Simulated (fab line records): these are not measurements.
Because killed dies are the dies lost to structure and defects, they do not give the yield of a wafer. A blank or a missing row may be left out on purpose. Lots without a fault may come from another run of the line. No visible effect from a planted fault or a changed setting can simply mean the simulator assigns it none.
Matching of chambers ; flow nand-harc ; rie-diel-05 running NHARC_P_GATE_STRIP_108: 4 sister chambers
The step strips in O2. 18 wafers are shown with their chamber, then 9 later ones without.

== WAFERS, EACH WITH ITS CHAMBER ==
wafer;chamber;drypump-motor-current-A (A);rf-vpp-V (V);throttle-valve-pct (%)
L498.3;0;5.3;57.2;17.040
L498.4;3;6.8;58.0;17.042
L498.5;2;6.0;59.4;17.038
L504.1;1;5.7;57.9;17.041
L504.2;0;5.3;58.0;17.041
L504.3;2;6.0;60.4;17.045
L513.1;2;6.0;57.2;17.041
L513.2;3;6.8;57.2;17.034
L513.6;1;5.7;58.6;17.034
L512.3;0;5.2;58.3;17.023
L512.4;1;5.7;57.0;17.033
L512.6;1;5.7;58.3;17.038
L515.1;0;5.3;57.8;17.037
L515.2;3;6.8;57.3;17.025
L515.6;2;6.0;57.7;17.037
L517.1;1;5.7;57.1;17.037
L517.5;0;5.3;58.4;17.031
L517.6;1;5.7;58.3;17.029

SIGNATURES (averages over the wafers above)
reading;chamber 0;chamber 1;chamber 2;chamber 3;scatter within a chamber
drypump-motor-current-A;5.280;5.700;6.000;6.800;0.0239
rf-vpp-V;57.940;57.867;58.675;57.500;0.852
throttle-valve-pct;17.03440;17.03533;17.04025;17.03367;0.00595
Rule: distance of a wafer from a chamber = root of the sum over the readings of ((wafer's reading minus chamber's mean) / reading's scatter) squared. If the next closest chamber is less than 2 further off than the closest, the wafer can't be placed; otherwise it belongs to the closest. How the scatter is found: for the shown wafers, subtract from each reading the mean of its chamber, square and add these, divide the total by (wafers less chambers), then take the root.

== WAFERS WITH NO CHAMBER GIVEN ==
wafer;drypump-motor-current-A (A);rf-vpp-V (V);throttle-valve-pct (%)
L518.1;5.3;57.2;17.022
L518.4;5.7;57.4;17.040
L518.6;5.7;58.6;17.046
L520.1;5.7;57.5;17.043
L520.2;6.8;57.1;17.040
L520.4;5.2;58.8;17.034
L521.1;6.7;56.0;17.044
L521.4;5.7;57.8;17.038
L521.6;5.7;58.2;17.038

== CHAMBER TAKEN BY EACH ==
wafer;from the rows above;in truth
L518.1;0;0
L518.4;1;1
L518.6;1;1
L520.1;1;1
L520.2;3;3
L520.4;0;0
L521.1;3;3
L521.4;1;1
L521.6;1;1
Placed correctly: 9 of 9. From these rows, 0 cannot be placed. Wrongly placed: 0.
